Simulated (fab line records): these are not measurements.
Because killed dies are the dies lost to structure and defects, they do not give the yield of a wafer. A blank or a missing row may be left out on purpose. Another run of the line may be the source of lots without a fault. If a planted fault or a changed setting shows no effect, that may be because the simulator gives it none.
fab line records | flow n5_finfet | part 1 of 2: steps 1 to 28 of 33
record lots=5 | wafers=15 | last_day=18
route steps=1938 shown BEOL_M1@829 BEOL_M2@841
lots that met no fault: from a run of the same line without faults
start_h: hours from the record's opening day to when the first of the lot's shown wafers began | wait_h: time in hours since the lot's previous step | " same as the row above | L1.1+2: several wafers, shown together as one row | - no value, or no start was given | * or withheld: withheld | < > ~ a bound
route shown NAME@n: names a module that has steps shown in the file, with the first one's number in the route | usual: average and standard deviation across the fault-free wafers | same: alike in all rows | chamber/n: place in a boat | sites: per-site readings | _std_site: the values' standard deviation | _edge_site: outer sites' mean less inner sites' | radius_mm: how far each site lies from the wafer's centre | mask NAME#n: copy n | behind: the most recent tool/chamber to have shaped the wafer | hold: why the lot was held/for how many hours/how that ended | device: whichever transistor did not switch (one of n, p or np) | end of line: the tests these same wafers got at the end of their route | step lacking rows: just its recipe | killed: at the first sort, the dies lost to defects and structure; wafer yield is something else | map: dies across one wafer; x = killed, . = not, _ = none there
set.NAME: the run value of the setting; set.NAME@STEP: its run value at that earlier step | model.NAME: the simulator's own value behind a step, which no gauge read
a table for each step, a row for each wafer; lots at some steps of the route
services: when a tool's chamber went out of use (start_h, in hours from the record's first day, below 0 if earlier), for how many hours, and the reason
## steps
# step N5_BEOL_M1_ANNEAL_95
# recipe temp_c=400 | time_s=240 | ambient=vacuum
# usual heater_power_w=821/63
lot.wafer | tool           | chamber | start_h | wait_h | heater_power_w
L080.2    | pvd_sputter-01 | -       | 168.31  | 0.0    | 829
L080.3    | "              | -       | "       | "      | 773
L080.6    | "              | -       | "       | "      | 757
L082.2    | pvd_sputter-01 | -       | 187.70  | 0.0    | 820
L082.5    | "              | -       | "       | "      | 800
L082.6    | "              | -       | "       | "      | 917
L090.1    | pvd_sputter-01 | -       | 223.46  | 0.0    | 798
L090.4    | "              | -       | "       | "      | 951
L090.6    | "              | -       | "       | "      | 758
L094.1    | pvd_sputter-02 | -       | 266.14  | 0.0    | 777
L094.3    | "              | -       | "       | "      | 840
L094.6    | "              | -       | "       | "      | 784
L096.1    | pvd_sputter-03 | -       | 277.77  | 0.0    | 786
L096.2    | "              | -       | "       | "      | 820
L096.4    | "              | -       | "       | "      | 761
# step N5_BEOL_M1_SPUTTER_96
# recipe material=Cu | target_thk_a=45 | temp_c=-20 | chamber_pressure_pa=0.07 | power_w=withheld | time_s=8.29
# usual chamber_pressure_pa=0.07004/0.00014 | chuck_gas_flow_sccm=1.27/0.055 | chuck_sensor_temp_C=-15.7/0.38 | throttle_valve_pct=29.7/1
lot.wafer | tool           | chamber | start_h | wait_h | chamber_pressure_pa | chuck_gas_flow_sccm | chuck_sensor_temp_C | throttle_valve_pct
L080.2    | pvd_sputter-01 | -       | 168.45  | 0.1    | 0.06989             | 1.35                | -15.6               | 30.5
L080.3    | "              | -       | "       | "      | 0.07013             | 1.22                | -16.0               | 29.2
L080.6    | "              | -       | "       | "      | 0.0701              | 1.28                | -15.8               | 28.9
L082.2    | pvd_sputter-01 | -       | 187.84  | 0.1    | 0.06991             | 1.27                | -15.4               | 30.7
L082.5    | "              | -       | "       | "      | 0.07                | 1.33                | -15.6               | 30.5
L082.6    | "              | -       | "       | "      | 0.06994             | 1.28                | -14.9               | 28.9
L090.1    | pvd_sputter-01 | -       | 223.60  | 0.1    | 0.06993             | 1.22                | -15.4               | 30.6
L090.4    | "              | -       | "       | "      | 0.0697              | 1.29                | -14.9               | 28.9
L090.6    | "              | -       | "       | "      | 0.06991             | 1.35                | -15.5               | 30.0
L094.1    | pvd_sputter-02 | -       | 266.28  | 0.1    | 0.07008             | 1.28                | -16.0               | 29.6
L094.3    | "              | -       | "       | "      | 0.06997             | 1.27                | -16.0               | 29.2
L094.6    | "              | -       | "       | "      | 0.07025             | 1.30                | -16.0               | 31.7
L096.1    | pvd_sputter-03 | -       | 277.91  | 0.1    | 0.06999             | 1.24                | -15.3               | 27.4
L096.2    | "              | -       | "       | "      | 0.06997             | 1.32                | -15.1               | 30.0
L096.4    | "              | -       | "       | "      | 0.07007             | 1.32                | -15.8               | 29.4
# step N5_BEOL_M1_ECD_50
# recipe material=Cu | target_thk_a=3000
lot.wafer  | tool      | chamber | start_h | wait_h
L080.2+3+6 | ecd_cu-02 | 1,0,1   | 168.57  | 0.1
L082.2+5+6 | ecd_cu-01 | 1,1,0   | 187.96  | 0.1
L090.1+4+6 | ecd_cu-02 | 0,1,1   | 223.71  | 0.1
L094.1+3+6 | ecd_cu-02 | 1,0,0   | 266.39  | 0.1
L096.1+2+4 | ecd_cu-02 | 1,0,0   | 278.02  | 0.1
# step N5_BEOL_M1_ANNEAL_51
# recipe temp_c=225 | time_s=90 | ambient=N2
# usual wafer_temp_C_max=225.73/0.23
lot.wafer | tool          | chamber | start_h | wait_h | wafer_temp_C_max
L080.2    | rtp_anneal-01 | 0       | 168.83  | 0.2    | 225.74
L080.3    | "             | 0       | "       | "      | 225.37
L080.6    | "             | 0       | "       | "      | 225.57
L082.2    | rtp_anneal-02 | 0       | 188.08  | 0.1    | 225.68
L082.5    | "             | 0       | "       | "      | 226.02
L082.6    | "             | 0       | "       | "      | 225.43
L090.1    | rtp_anneal-02 | 0       | 223.79  | 0.1    | 225.73
L090.4    | "             | 0       | "       | "      | 225.78
L090.6    | "             | 0       | "       | "      | 226.19
L094.1    | rtp_anneal-01 | 0       | 266.47  | 0.1    | 225.86
L094.3    | "             | 0       | "       | "      | 225.56
L094.6    | "             | 0       | "       | "      | 225.33
L096.1    | rtp_anneal-02 | 0       | 278.11  | 0.1    | 225.44
L096.2    | "             | 0       | "       | "      | 225.66
L096.4    | "             | 0       | "       | "      | 225.80
# step N5_BEOL_M1_CMP_52
# recipe stop_on=SiOC | t_overpolish_s=6.8 | down_force_psi=1 | platen_rpm=50 | clearing_platen_down_force_psi=1.5 | clearing_platen_rpm=50 | post_cmp_clean=cu_alkaline | target_thk_nm=40 | clearing_platen_pad_velocity_m_s=0.99484 | pad_velocity_m_s=0.99484
# usual barrier_field_endpoint_s=24.9/0.66 | motor_current_A=5.9/0.44 | overpolish_run_s=6.800/0.0094 | time_to_endpoint_s=63/3.6
# same t_overpolish_s=6.8
lot.wafer | tool   | chamber | start_h | wait_h | barrier_field_endpoint_s | motor_current_A | overpolish_run_s | time_to_endpoint_s
L080.3    | cmp-03 | 1       | 169.13  | 0.2    | 25.1                     | 5.8             | 6.804            | 65
L080.2    | "      | 3       | "       | "      | 25.6                     | 6.2             | 6.813            | 66
L080.6    | "      | 0       | "       | "      | 24.4                     | 5.6             | 6.806            | 63
L082.2    | cmp-02 | 3       | 188.37  | 0.2    | 24.5                     | 5.5             | 6.810            | 60
L082.6    | "      | 2       | "       | "      | 24.4                     | 5.5             | 6.800            | 60
L082.5    | "      | 3       | "       | "      | 24.5                     | 5.6             | 6.796            | 62
L090.4    | cmp-02 | 0       | 224.09  | 0.1    | 25.5                     | 6.0             | 6.794            | 62
L090.1    | "      | 3       | "       | "      | 24.1                     | 5.5             | 6.809            | 57
L090.6    | "      | 0       | "       | "      | 25.6                     | 6.4             | 6.802            | 64
L094.3    | cmp-04 | 1       | 266.85  | 0.2    | 23.6                     | 5.8             | 6.819            | 61
L094.1    | "      | 2       | "       | "      | 24.4                     | 5.8             | 6.805            | 63
L094.6    | "      | 0       | "       | "      | 24.9                     | 6.5             | 6.799            | 63
L096.1    | cmp-03 | 1       | 278.40  | 0.3    | 24.8                     | 5.8             | 6.792            | 67
L096.4    | "      | 3       | "       | "      | 25.9                     | 6.4             | 6.818            | 71
L096.2    | "      | 0       | "       | "      | 24.4                     | 5.0             | 6.793            | 66
# step N5_BEOL_M1_THK_MEAS_53
# recipe thk_meas_gauge=xrf | reads=Cu_of_BEOL_M1_ECD_50
# usual M1_THK=40.9/1.8
lot.wafer | tool          | chamber | start_h | wait_h | M1_THK[nm]
L080.2    | film_metro-02 | -       | 169.39  | -      | 40.3
L080.3    | "             | -       | "       | "      | 37.4
L080.6    | "             | -       | "       | "      | 43.0
L082.2    | film_metro-02 | -       | 188.63  | -      | 40.0
L082.5    | "             | -       | "       | "      | 41.8
L082.6    | "             | -       | "       | "      | 39.7
L090.1    | film_metro-01 | -       | 224.39  | -      | 39.2
L090.4    | "             | -       | "       | "      | 41.6
L090.6    | "             | -       | "       | "      | 43.0
L094.1    | film_metro-02 | -       | 267.06  | -      | 40.2
L094.3    | "             | -       | "       | "      | 39.2
L094.6    | "             | -       | "       | "      | 41.8
L096.1    | film_metro-01 | -       | 278.70  | -      | 42.6
L096.2    | "             | -       | "       | "      | 44.9
L096.4    | "             | -       | "       | "      | 42.9
# step N5_BEOL_M1_PRE_CLEAN_60
# recipe gas=NH3/H2 | time_s=15 | temp_c=* | rf_power_w=300
# usual heater_power_w=76/31
lot.wafer | tool      | chamber | start_h | wait_h | heater_power_w
L080.2    | cvd_co-01 | 1       | 169.43  | 0.0    | 77
L080.3    | "         | 0       | "       | "      | 119
L080.6    | "         | 0       | "       | "      | 117
L082.2    | cvd_co-02 | 0       | 188.67  | 0.0    | 81
L082.5    | "         | 1       | "       | "      | 30
L082.6    | "         | 0       | "       | "      | 81
L090.1    | cvd_co-01 | 1       | 224.42  | 0.0    | 78
L090.4    | "         | 2       | "       | "      | 43
L090.6    | "         | 1       | "       | "      | 74
L094.1    | cvd_co-02 | 1       | 267.10  | 0.0    | 30
L094.3    | "         | 2       | "       | "      | 101
L094.6    | "         | 0       | "       | "      | 83
L096.1    | cvd_co-01 | 1       | 278.82  | 0.1    | 78
L096.2    | "         | 2       | "       | "      | 45
L096.4    | "         | 1       | "       | "      | 76
# step N5_BEOL_M1_CO_CAP_55
# recipe material=Co | target_thk_a=20 | temp_c=200 | precursor=CCTBA/H2 | pressure_torr=30 | time_s=102.1
# usual heater_power_w=224/38
lot.wafer | tool      | chamber | start_h | wait_h | heater_power_w
L080.2    | cvd_co-01 | 1       | 169.47  | 0.0    | 223
L080.3    | "         | 0       | "       | "      | 273
L080.6    | "         | 0       | "       | "      | 278
L082.2    | cvd_co-02 | 0       | 188.71  | 0.0    | 232
L082.5    | "         | 1       | "       | "      | 164
L082.6    | "         | 0       | "       | "      | 235
L090.1    | cvd_co-01 | 1       | 224.46  | 0.0    | 216
L090.4    | "         | 2       | "       | "      | 183
L090.6    | "         | 1       | "       | "      | 221
L094.1    | cvd_co-02 | 1       | 267.14  | 0.0    | 169
L094.3    | "         | 2       | "       | "      | 252
L094.6    | "         | 0       | "       | "      | 228
L096.1    | cvd_co-01 | 1       | 278.86  | 0.0    | 221
L096.2    | "         | 2       | "       | "      | 181
L096.4    | "         | 1       | "       | "      | 218
# step N5_BEOL_M1_PRE_CLEAN_56
# recipe gas=NH3 | time_s=15 | temp_c=withheld | rf_power_w=300
lot.wafer  | tool     | chamber | start_h | wait_h
L080.2+3+6 | pecvd-03 | 2,0,0   | 169.56  | 0.1
L082.2+5+6 | pecvd-04 | 2,2,1   | 188.80  | 0.1
L090.1+4+6 | pecvd-03 | 0,1,1   | 224.56  | 0.1
L094.1+3+6 | pecvd-04 | 1,2,0   | 267.23  | 0.1
L096.1+2+4 | pecvd-04 | 2,0,0   | 278.95  | 0.1
# step N5_BEOL_M1_DEP_57
# recipe material=SiCN | target_thk_a=80 | temp_c=withheld | precursor=3MS/NH3 | pressure_torr=3 | rf_w=202 | time_s=14
# usual showerhead_plenum_p_Torr=3.663/0.01 | throttle_valve_pct=9.2/0.57
lot.wafer | tool     | chamber | start_h | wait_h | showerhead_plenum_p_Torr | throttle_valve_pct
L080.2    | pecvd-03 | 2       | 169.58  | 0.0    | 3.651                    | 8.4
L080.3    | "        | 0       | "       | "      | 3.679                    | 9.0
L080.6    | "        | 0       | "       | "      | 3.673                    | 8.8
L082.2    | pecvd-04 | 2       | 188.82  | 0.0    | 3.676                    | 8.8
L082.5    | "        | 2       | "       | "      | 3.676                    | 8.9
L082.6    | "        | 1       | "       | "      | 3.662                    | 10.1
L090.1    | pecvd-03 | 0       | 224.59  | 0.0    | 3.669                    | 8.8
L090.4    | "        | 1       | "       | "      | 3.659                    | 9.5
L090.6    | "        | 1       | "       | "      | 3.646                    | 9.2
L094.1    | pecvd-04 | 1       | 267.26  | 0.0    | 3.670                    | 10.1
L094.3    | "        | 2       | "       | "      | 3.680                    | 9.4
L094.6    | "        | 0       | "       | "      | 3.667                    | 8.8
L096.1    | pecvd-04 | 2       | 278.98  | 0.0    | 3.684                    | 9.0
L096.2    | "        | 0       | "       | "      | 3.668                    | 8.6
L096.4    | "        | 0       | "       | "      | 3.664                    | 8.7
# step N5_BEOL_M1_RS_MEAS_58
# recipe thk_meas_gauge=four-point-probe | reads=Co_of_BEOL_M1_CO_CAP_55+Cu_of_BEOL_M1_ECD_50+Co_of_BEOL_M1_CVD_47+TaN_of_BEOL_M1_ALD_84
# usual M1_RS=0.66/0.037
lot.wafer | tool          | chamber | start_h | wait_h | M1_RS[ohm/sq]
L080.2    | film_metro-01 | -       | 169.65  | 0.1    | 0.67
L080.3    | "             | -       | "       | "      | 0.74
L080.6    | "             | -       | "       | "      | 0.62
L082.2    | film_metro-01 | -       | 188.89  | 0.1    | 0.69
L082.5    | "             | -       | "       | "      | 0.66
L082.6    | "             | -       | "       | "      | 0.71
L090.1    | film_metro-02 | -       | 224.68  | 0.1    | 0.70
L090.4    | "             | -       | "       | "      | 0.65
L090.6    | "             | -       | "       | "      | 0.63
L094.1    | film_metro-02 | -       | 267.32  | 0.0    | 0.68
L094.3    | "             | -       | "       | "      | 0.70
L094.6    | "             | -       | "       | "      | 0.64
L096.1    | film_metro-01 | -       | 279.13  | 0.1    | 0.63
L096.2    | "             | -       | "       | "      | 0.59
L096.4    | "             | -       | "       | "      | 0.62
# step N5_BEOL_M1_INSPECT_59
# recipe inspect_instrument=darkfield | mode=post_dep
# usual raw_defect_count=75/24
lot.wafer | tool              | chamber | start_h | wait_h | raw_defect_count
L080.2    | defect_inspect-01 | -       | 169.68  | 0.0    | 118
L080.3    | "                 | -       | "       | "      | 77
L080.6    | "                 | -       | "       | "      | 120
L082.2    | defect_inspect-01 | -       | 188.92  | 0.0    | 72
L082.5    | "                 | -       | "       | "      | 61
L082.6    | "                 | -       | "       | "      | 71
L090.1    | defect_inspect-01 | -       | 224.71  | 0.0    | 70
L090.4    | "                 | -       | "       | "      | 122
L090.6    | "                 | -       | "       | "      | 92
L094.1    | defect_inspect-01 | -       | 267.35  | 0.0    | 59
L094.3    | "                 | -       | "       | "      | 67
L094.6    | "                 | -       | "       | "      | 60
L096.1    | defect_inspect-01 | -       | 279.16  | 0.0    | 78
L096.2    | "                 | -       | "       | "      | 99
L096.4    | "                 | -       | "       | "      | 55
# step N5_BEOL_M2_ILD_DEP_00
# recipe material=SiOC | target_thk_a=790 | temp_c=350 | precursor=DEMS/O2 | pressure_torr=5 | rf_w=500 | time_s=15.3
# usual heater_power_w=468/77 | showerhead_plenum_p_Torr=5.691/0.014 | throttle_valve_pct=11.9/0.63
lot.wafer | tool     | chamber | start_h | wait_h | heater_power_w | showerhead_plenum_p_Torr | throttle_valve_pct
L080.2    | pecvd-02 | 0       | 169.71  | 0.0    | 384            | 5.691                    | 12.1
L080.3    | "        | 2       | "       | "      | 474            | 5.689                    | 11.3
L080.6    | "        | 0       | "       | "      | 387            | 5.692                    | 12.1
L082.2    | pecvd-01 | 0       | 188.95  | 0.0    | 504            | 5.688                    | 11.5
L082.5    | "        | 0       | "       | "      | 516            | 5.686                    | 11.2
L082.6    | "        | 2       | "       | "      | 439            | 5.704                    | 11.8
L090.1    | pecvd-03 | 1       | 224.74  | 0.0    | 445            | 5.685                    | 12.4
L090.4    | "        | 0       | "       | "      | 355            | 5.710                    | 11.3
L090.6    | "        | 1       | "       | "      | 450            | 5.680                    | 12.3
L094.1    | pecvd-03 | 2       | 267.39  | 0.0    | 471            | 5.683                    | 10.9
L094.3    | "        | 0       | "       | "      | 382            | 5.707                    | 11.3
L094.6    | "        | 1       | "       | "      | 503            | 5.661                    | 12.5
L096.1    | pecvd-03 | 2       | 279.19  | 0.0    | 444            | 5.679                    | 10.7
L096.2    | "        | 0       | "       | "      | 333            | 5.702                    | 11.5
L096.4    | "        | 0       | "       | "      | 327            | 5.711                    | 11.6
# step N5_BEOL_M2_THK_MEAS_01
# recipe reads=SiOC_of_BEOL_M2_ILD_DEP_00
# usual M2_ILD_THK=78.6/1.1
lot.wafer | tool          | chamber | start_h | wait_h | M2_ILD_THK[nm]
L080.2    | film_metro-02 | -       | 169.78  | 0.1    | 79.5
L080.3    | "             | -       | "       | "      | 77.7
L080.6    | "             | -       | "       | "      | 79.3
L082.2    | film_metro-01 | -       | 189.02  | 0.1    | 77.5
L082.5    | "             | -       | "       | "      | 79.1
L082.6    | "             | -       | "       | "      | 80.9
L090.1    | film_metro-02 | -       | 224.83  | 0.1    | 77.7
L090.4    | "             | -       | "       | "      | 78.8
L090.6    | "             | -       | "       | "      | 79.3
L094.1    | film_metro-01 | -       | 267.45  | 0.0    | 78.5
L094.3    | "             | -       | "       | "      | 76.3
L094.6    | "             | -       | "       | "      | 78.7
L096.1    | film_metro-01 | -       | 279.26  | 0.0    | 79.1
L096.2    | "             | -       | "       | "      | 77.1
L096.4    | "             | -       | "       | "      | 78.3
# step N5_BEOL_M2_PECVD_72
# recipe material=SiO2 | target_thk_a=160 | temp_c=400 | precursor=TEOS/O2 | pressure_torr=5.5 | rf_w=450 | teos_flow_sccm=53.8 | gas=O2 | flow_sccm=3000 | time_s=18
# usual heater_power_w=688/100 | showerhead_plenum_p_Torr=8.77/0.053 | throttle_valve_pct=22.1/1
lot.wafer | tool     | chamber | start_h | wait_h | heater_power_w | showerhead_plenum_p_Torr | throttle_valve_pct
L080.2    | pecvd-03 | 2       | 169.82  | 0.0    | 607            | 8.75                     | 21.5
L080.3    | "        | 1       | "       | "      | 654            | 8.71                     | 22.8
L080.6    | "        | 0       | "       | "      | 573            | 8.83                     | 21.7
L082.2    | pecvd-03 | 1       | 189.06  | 0.0    | 699            | 8.71                     | 23.1
L082.5    | "        | 1       | "       | "      | 705            | 8.71                     | 23.0
L082.6    | "        | 2       | "       | "      | 707            | 8.76                     | 21.7
L090.1    | pecvd-03 | 1       | 224.90  | 0.1    | 692            | 8.72                     | 23.1
L090.4    | "        | 0       | "       | "      | 484            | 8.82                     | 21.3
L090.6    | "        | 0       | "       | "      | 489            | 8.81                     | 21.4
L094.1    | pecvd-01 | 0       | 267.49  | 0.0    | 735            | 8.77                     | 21.8
L094.3    | "        | 0       | "       | "      | 707            | 8.79                     | 21.7
L094.6    | "        | 0       | "       | "      | 726            | 8.75                     | 21.7
L096.1    | pecvd-03 | 1       | 279.30  | 0.0    | 662            | 8.72                     | 22.9
L096.2    | "        | 2       | "       | "      | 573            | 8.72                     | 20.0
L096.4    | "        | 1       | "       | "      | 658            | 8.73                     | 22.8
# step N5_BEOL_M2_HM_DEP_02
# recipe material=TiN | target_thk_a=200 | temp_c=25 | chamber_pressure_pa=0.49996
# usual chamber_pressure_pa=0.4998/0.001 | throttle_valve_pct=29.7/1.2
lot.wafer | tool           | chamber | start_h | wait_h | chamber_pressure_pa | throttle_valve_pct
L080.2    | pvd_sputter-02 | -       | 175.54  | 5.7    | 0.4996              | 30.0
L080.3    | "              | -       | "       | "      | 0.5013              | 31.6
L080.6    | "              | -       | "       | "      | 0.4983              | 29.4
L082.2    | pvd_sputter-03 | -       | 189.48  | 0.4    | 0.5014              | 27.3
L082.5    | "              | -       | "       | "      | 0.5001              | 27.5
L082.6    | "              | -       | "       | "      | 0.4998              | 30.3
L090.1    | pvd_sputter-02 | -       | 226.82  | 1.9    | 0.5003              | 28.9
L090.4    | "              | -       | "       | "      | 0.4979              | 30.2
L090.6    | "              | -       | "       | "      | 0.4988              | 29.4
L094.1    | pvd_sputter-03 | -       | 268.24  | 0.7    | 0.5000              | 31.2
L094.3    | "              | -       | "       | "      | 0.5005              | 30.2
L094.6    | "              | -       | "       | "      | 0.4983              | 27.4
L096.1    | pvd_sputter-03 | -       | 280.91  | 1.6    | 0.5007              | 27.5
L096.2    | "              | -       | "       | "      | 0.5005              | 31.4
L096.4    | "              | -       | "       | "      | 0.5010              | 30.1
# step N5_BEOL_M2_COAT_61
# recipe resist=SOC | temp_c=250 | time_s=60 | spin_rpm=1500 | resist_thk_nm=60
lot.wafer  | tool           | chamber | start_h | wait_h
L080.2+3+6 | litho_track-02 | 0       | 175.67  | 0.1
L082.2+5+6 | litho_track-02 | 0       | 189.61  | 0.1
L090.1+4+6 | litho_track-03 | 0       | 226.94  | 0.1
L094.1+3+6 | litho_track-02 | 0       | 268.36  | 0.1
L096.1+2+4 | litho_track-03 | 0       | 281.04  | 0.1
# step N5_BEOL_M2_COAT_62
# recipe resist=SiARC | temp_c=220 | time_s=60 | spin_rpm=1500 | resist_thk_nm=12
lot.wafer  | tool           | chamber | start_h | wait_h
L080.2+3+6 | litho_track-02 | 0       | -       | -
L082.2+5+6 | litho_track-02 | 0       | -       | -
L090.1+4+6 | litho_track-03 | 0       | -       | -
L094.1+3+6 | litho_track-02 | 0       | -       | -
L096.1+2+4 | litho_track-03 | 0       | -       | -
# step N5_BEOL_M2_COAT_73
# recipe resist=underlayer | temp_c=205 | time_s=60 | spin_rpm=1500 | resist_thk_nm=5
lot.wafer  | tool           | chamber | start_h | wait_h
L080.2+3+6 | litho_track-02 | 0       | -       | -
L082.2+5+6 | litho_track-02 | 0       | -       | -
L090.1+4+6 | litho_track-03 | 0       | -       | -
L094.1+3+6 | litho_track-02 | 0       | -       | -
L096.1+2+4 | litho_track-03 | 0       | -       | -
# step N5_BEOL_M2_COAT_05
# recipe resist=CAR-EUV | spin_rpm=1500 | resist_thk_nm=30
lot.wafer  | tool           | chamber | start_h | wait_h
L080.2+3+6 | litho_track-02 | 0       | -       | -
L082.2+5+6 | litho_track-02 | 0       | -       | -
L090.1+4+6 | litho_track-03 | 0       | -       | -
L094.1+3+6 | litho_track-02 | 0       | -       | -
L096.1+2+4 | litho_track-03 | 0       | -       | -
# step N5_BEOL_M2_EBR_07
# recipe solvent=PGMEA | ebr_width_mm=1.5
lot.wafer  | tool           | chamber | start_h | wait_h
L080.2+3+6 | litho_track-02 | 0       | -       | -
L082.2+5+6 | litho_track-02 | 0       | -       | -
L090.1+4+6 | litho_track-03 | 0       | -       | -
L094.1+3+6 | litho_track-02 | 0       | -       | -
L096.1+2+4 | litho_track-03 | 0       | -       | -
# step N5_BEOL_M2_SOFTBAKE_06
# recipe temp_c=110 | time_s=60 | resist=CAR-EUV
lot.wafer  | tool           | chamber | start_h | wait_h
L080.2+3+6 | litho_track-02 | 0       | -       | -
L082.2+5+6 | litho_track-02 | 0       | -       | -
L090.1+4+6 | litho_track-03 | 0       | -       | -
L094.1+3+6 | litho_track-02 | 0       | -       | -
L096.1+2+4 | litho_track-03 | 0       | -       | -
# step N5_BEOL_M2_EXPOSE_08
# recipe mask_id=M2 | na=0.33 | source_shape=dipole | sigma_inner=0.369 | sigma_outer=0.767 | polarization=unpolarized | dose_mj=41.25
lot.wafer  | tool           | chamber | start_h | wait_h | mask
L080.2+3+6 | euv_scanner-01 | 0       | 175.96  | -      | M2#0
L082.2+5+6 | euv_scanner-02 | 0       | 189.88  | -      | M2#0
L090.1+4+6 | euv_scanner-01 | 0       | 227.21  | -      | M2#0
L094.1+3+6 | euv_scanner-01 | 0       | 268.63  | -      | M2#0
L096.1+2+4 | euv_scanner-01 | 0       | 281.30  | -      | M2#0
# step N5_BEOL_M2_PEB_09
# recipe peb_temp_c=100 | peb_time_s=60 | resist=CAR-EUV
lot.wafer  | tool           | chamber | start_h | wait_h
L080.2+3+6 | litho_track-05 | 0       | 176.02  | 0.1
L082.2+5+6 | litho_track-05 | 0       | 189.94  | 0.1
L090.1+4+6 | litho_track-03 | 0       | 227.27  | 0.1
L094.1+3+6 | litho_track-02 | 0       | 268.69  | 0.1
L096.1+2+4 | litho_track-05 | 0       | 281.36  | 0.1
# step N5_BEOL_M2_DEVELOP_10
# recipe develop_time_s=30 | developer=TMAH | resist=CAR-EUV | rinse_liquid=surfactant_rinse | dry=air_spin | dev_temp_c=23
lot.wafer  | tool           | chamber | start_h | wait_h
L080.2+3+6 | litho_track-05 | 0       | -       | -
L082.2+5+6 | litho_track-05 | 0       | -       | -
L090.1+4+6 | litho_track-03 | 0       | -       | -
L094.1+3+6 | litho_track-02 | 0       | -       | -
L096.1+2+4 | litho_track-05 | 0       | -       | -
# step N5_BEOL_M2_CD_MEAS_11
# recipe target_cd_nm=16.79 | landing_energy_ev=500 | detector=se_inlens | polarity=opening
# usual cd_nm=16.78/0.27
lot.wafer | tool      | chamber | start_h | wait_h | cd_nm
L080.2    | cd_sem-03 | 0       | 176.08  | -      | 16.55
L080.3    | "         | 0       | "       | "      | 16.74
L080.6    | "         | 0       | "       | "      | 16.88
L082.2    | cd_sem-02 | 0       | 190.00  | -      | 16.84
L082.5    | "         | 0       | "       | "      | 16.71
L082.6    | "         | 0       | "       | "      | 16.69
L090.1    | cd_sem-02 | 0       | 227.34  | -      | 17.03
L090.4    | "         | 0       | "       | "      | 16.60
L090.6    | "         | 0       | "       | "      | 16.90
L094.1    | cd_sem-02 | 0       | 268.76  | -      | 17.16
L094.3    | "         | 0       | "       | "      | 16.67
L094.6    | "         | 0       | "       | "      | 16.96
L096.1    | cd_sem-02 | 0       | 281.43  | -      | 16.37
L096.2    | "         | 0       | "       | "      | 16.32
L096.4    | "         | 0       | "       | "      | 16.60
# step N5_BEOL_M2_OVL_MEAS_12
# recipe points_per_wafer=522
# usual M2_OVL=-0.2/0.66
lot.wafer | tool       | chamber | start_h | wait_h | M2_OVL[nm]
L080.2    | overlay-01 | 0       | 176.12  | 0.0    | -0.7
L080.3    | "          | 0       | "       | "      | -1.8
L080.6    | "          | 0       | "       | "      | -1.1
L082.2    | overlay-01 | 0       | 190.04  | 0.0    | -0.2
L082.5    | "          | 0       | "       | "      | -0.3
L082.6    | "          | 0       | "       | "      | 0.3
L090.1    | overlay-02 | 0       | 227.37  | 0.0    | -0.3
L090.4    | "          | 0       | "       | "      | -0.5
L090.6    | "          | 0       | "       | "      | -1.0
L094.1    | overlay-01 | 0       | 268.79  | 0.0    | -0.7
L094.3    | "          | 0       | "       | "      | 0.0
L094.6    | "          | 0       | "       | "      | 0.0
L096.1    | overlay-01 | 0       | 281.46  | 0.0    | -1.5
L096.2    | "          | 0       | "       | "      | -1.0
L096.4    | "          | 0       | "       | "      | -1.0
# step N5_BEOL_M2_INSPECT_13
# recipe mode=adi | inspect_instrument=brightfield
# usual raw_defect_count=420/110
lot.wafer | tool              | chamber | start_h | wait_h | raw_defect_count
L080.2    | defect_inspect-02 | -       | 176.17  | 0.0    | 679
L080.3    | "                 | -       | "       | "      | 370
L080.6    | "                 | -       | "       | "      | 738
L082.2    | defect_inspect-02 | -       | 190.09  | 0.0    | 335
L082.5    | "                 | -       | "       | "      | 290
L082.6    | "                 | -       | "       | "      | 463
L090.1    | defect_inspect-02 | -       | 227.43  | 0.1    | 392
L090.4    | "                 | -       | "       | "      | 580
L090.6    | "                 | -       | "       | "      | 537
L094.1    | defect_inspect-02 | -       | 268.85  | 0.1    | 310
L094.3    | "                 | -       | "       | "      | 461
L094.6    | "                 | -       | "       | "      | 301
L096.1    | defect_inspect-02 | -       | 281.52  | 0.1    | 270
L096.2    | "                 | -       | "       | "      | 340
L096.4    | "                 | -       | "       | "      | 251
